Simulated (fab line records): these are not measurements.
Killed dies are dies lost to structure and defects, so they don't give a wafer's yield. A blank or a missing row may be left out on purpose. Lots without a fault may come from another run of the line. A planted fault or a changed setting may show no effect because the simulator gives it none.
Comparing a struck lot with a sound one | flow nandHarc | 14 out of 1159 route steps
Sound: these wafers, L778.2, L778.3, L778.4. The struck wafers were L788.1, L788.3. The cause is named last.
At each step with rows: each side's tool, then ch and its chambers, then its first start. Under that, the readings that differ: sound wafers | struck wafers | difference of the means | sigmas: that difference in standard deviations of wafers without a fault.
alike: readings with means less than 2 such deviations apart, plus words and numbers identical on both sides. not compared: withheld readings, readings lacking a value on some wafer, bounds such as >300 that could conceal the same value, and numbers that have no deviation in the record and whose values overlap.
A row with sigmas, a row that says differs or no value, or rows on one side alone: a step with any of these is where the two part. When numbers do not overlap yet have no deviation, they are printed without sigmas and do not part them. A reading that every wafer of one side lacks parts them only if that side has two wafers or more.

NHARC_A_STAIRCASE_ETCH_188: etches the open film in C4F8/O2, target depth 100 nm, time 40.5 s.
  sound on rieDiel-01 ch 0,1,3; struck on rieDiel-08 ch 0,3
reading             | sound    | struck | difference | sigmas
rfHoursCounterH (h) | 43 44 39 | 0 0    | -42        | 
  alike: biasW, oesProductAu, rfVppV
NHARC_A_STAIRCASE_TRIM_189: chemistry O2, time 211.2 s.
  sound on rieDiel-01 ch 0,2,3; struck on rieDiel-08 ch 1,3
reading              | sound                | struck        | difference | sigmas
rfHoursCounterH (h)  | 39 43 40             | 0 0           | -41        | 
throttleValvePct (%) | 17.040 17.031 17.028 | 17.048 17.059 | +0.021     | +2
  alike: drypumpMotorCurrentA, oesProductAu, rfVppV, runLengthS, showerheadPlenumPTorr
then, 1 step without rows for these wafers: NHARC_A_STAIRCASE_ETCH_190 (etches the open film in C4F8/O2, target depth 100 nm, time 40.5 s).
NHARC_A_STAIRCASE_TRIM_191: chemistry O2, time 211.2 s.
  sound on rieDiel-01 ch 0,2,3; struck on rieDiel-08 ch 0,2
reading             | sound    | struck | difference | sigmas
rfHoursCounterH (h) | 43 40 39 | 0 0    | -41        | 
  alike: drypumpMotorCurrentA, oesProductAu, rfVppV, runLengthS, showerheadPlenumPTorr, throttleValvePct
then, 1 step without rows for these wafers: NHARC_A_STAIRCASE_ETCH_192 (etches the open film in C4F8/O2, target depth 100 nm, time 40.5 s).
NHARC_A_STAIRCASE_TRIM_193: chemistry O2, time 211.2 s.
  sound on rieDiel-01 ch 0,1,3; struck on rieDiel-08 ch 2,3
reading             | sound    | struck | difference | sigmas
rfHoursCounterH (h) | 43 39 44 | 0 0    | -42        | 
  alike: drypumpMotorCurrentA, oesProductAu, rfVppV, runLengthS, showerheadPlenumPTorr, throttleValvePct
then, 4 steps without rows for these wafers: NHARC_A_STAIRCASE_ETCH_194 (etches the open film in C4F8/O2, target depth 100 nm, time 40.5 s); NHARC_A_STAIRCASE_TRIM_196 (chemistry O2, time 211.2 s); NHARC_A_STAIRCASE_ETCH_197 (etches the open film in C4F8/O2, target depth 100 nm, time 40.5 s); NHARC_A_STAIRCASE_TRIM_198 (chemistry O2, time 211.2 s).
NHARC_A_STAIRCASE_ETCH_199: etches the open film in C4F8/O2, target depth 100 nm, time 40.5 s.
  sound on rieDiel-01 ch 1,2,3; struck on rieDiel-08 ch 0,3
reading             | sound    | struck | difference | sigmas
rfHoursCounterH (h) | 39 45 41 | 1 1    | -41        | 
  alike: biasW, oesProductAu, rfVppV
NHARC_A_STAIRCASE_TRIM_200: chemistry O2, time 211.2 s.
  sound on rieDiel-01 ch 0,1,2, day 11 17:56; struck on rieDiel-08 ch 2,3, day 14 01:43
reading             | sound             | struck      | difference | sigmas
rfHoursCounterH (h) | 41 43 45          | 1 1         | -42        | 
runLengthS (s)      | 232.5 232.6 232.0 | 257.3 256.5 | +24.5      | +61
  alike: drypumpMotorCurrentA, oesProductAu, rfVppV, showerheadPlenumPTorr, throttleValvePct
then, 1 step without rows for these wafers: NHARC_A_STAIRCASE_ETCH_201 (etches the open film in C4F8/O2, target depth 100 nm, time 40.5 s).
-- record jumps: 8 days between struck wafers' starts before vs after; left off in module A_STAIRCASE, resumes in module END, first step shown is number 1159 of the route --
NHARC_END_SORT_01:
  here the record holds rows for the struck wafers (prober-02 ch 0, day 22 02:04) but none for the sound ones

## WHERE THEY PART
First at NHARC_A_STAIRCASE_TRIM_189; last, within this record, at NHARC_END_SORT_01.

WHY: whatever the simulator had introduced
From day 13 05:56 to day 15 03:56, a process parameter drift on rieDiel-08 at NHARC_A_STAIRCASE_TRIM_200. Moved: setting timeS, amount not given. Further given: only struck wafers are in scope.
